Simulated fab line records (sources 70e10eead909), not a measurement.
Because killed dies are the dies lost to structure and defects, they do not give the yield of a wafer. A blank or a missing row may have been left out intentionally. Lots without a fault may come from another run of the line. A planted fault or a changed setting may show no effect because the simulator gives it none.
Chamber matching | flow nand-harc | 4 sister chambers for NHARC_A_CHANNEL_HOLE_D1_ETCH_39 on rie-diel-03
The step etches the open film in N2/H2, target depth 260 nm, time 325 s. 19 wafers are shown with their chamber, then 9 later ones without.

EACH WAFER AND ITS CHAMBER
wafer  | chamber | drypump-motor-current-A (A) | run-length-s (s) | rf-vpp-V (V)
L652.3 | 1       | 5.5                         | 345.7            | 431.6
L652.4 | 3       | 6.0                         | 345.9            | 431.0
L652.5 | 2       | 5.9                         | 345.5            | 434.0
L654.1 | 0       | 5.6                         | 346.6            | 431.3
L654.4 | 3       | 6.0                         | 345.8            | 431.2
L654.5 | 2       | 5.9                         | 345.5            | 432.7
L655.1 | 3       | 6.0                         | 345.8            | 430.4
L655.2 | 1       | 5.5                         | 346.4            | 429.4
L655.5 | 2       | 5.9                         | 345.5            | 433.8
L657.1 | 3       | 6.0                         | 345.9            | 431.6
L657.3 | 1       | 5.5                         | 345.7            | 431.8
L657.5 | 2       | 5.9                         | 346.2            | 433.3
L664.1 | 1       | 5.6                         | 346.0            | 430.4
L664.2 | 3       | 6.0                         | 346.3            | 432.0
L665.1 | 1       | 5.5                         | 346.2            | 430.0
L665.2 | 2       | 5.9                         | 345.3            | 430.8
L671.4 | 1       | 5.5                         | 345.9            | 430.5
L671.5 | 1       | 5.5                         | 346.2            | 430.8
L671.6 | 0       | 5.6                         | 347.2            | 430.8

SIGNATURES (averages over the wafers above)
reading                 | chamber 0 | chamber 1 | chamber 2 | chamber 3 | scatter within a chamber
drypump-motor-current-A | 5.600     | 5.514     | 5.900     | 6.000     | 0.0239
run-length-s            | 346.900   | 346.014   | 345.600   | 345.940   | 0.29
rf-vpp-V                | 431.050   | 430.643   | 432.920   | 431.240   | 0.914
Rule: a wafer lies at a distance from a chamber equal to the root of the sum of squares, over the readings, of (its reading less the chamber's mean, divided by the reading's scatter). If the next closest chamber is less than 2 further off than the closest, the wafer can't be placed; otherwise it belongs to the closest. The scatter: take each reading less its chamber's mean, square it, sum over the shown wafers, divide by the number of wafers less the number of chambers, and take the root.

WAFERS WITHOUT THEIR CHAMBER
wafer  | drypump-motor-current-A (A) | run-length-s (s) | rf-vpp-V (V)
L672.2 | 6.0                         | 346.0            | 431.8
L672.5 | 5.6                         | 345.7            | 430.6
L672.6 | 5.6                         | 346.7            | 430.1
L675.1 | 5.9                         | 345.3            | 432.9
L675.3 | 5.5                         | 345.9            | 429.5
L675.4 | 5.9                         | 345.5            | 432.2
L674.1 | 6.0                         | 346.1            | 429.7
L674.2 | 5.5                         | 345.7            | 431.0
L674.5 | 5.9                         | 345.4            | 433.0

WHICH CHAMBER EACH ONE RAN IN
wafer  | from the rows above     | in truth
L672.2 | 3                       | 3
L672.5 | can't be placed: 1 or 0 | 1
L672.6 | 0                       | 0
L675.1 | 2                       | 2
L675.3 | 1                       | 1
L675.4 | 2                       | 2
L674.1 | 3                       | 3
L674.2 | 1                       | 1
L674.5 | 2                       | 2
8 of 9 placed correctly. Not placeable from these rows: 1 (in 1, the candidates include the true chamber). Placed wrongly: 0.
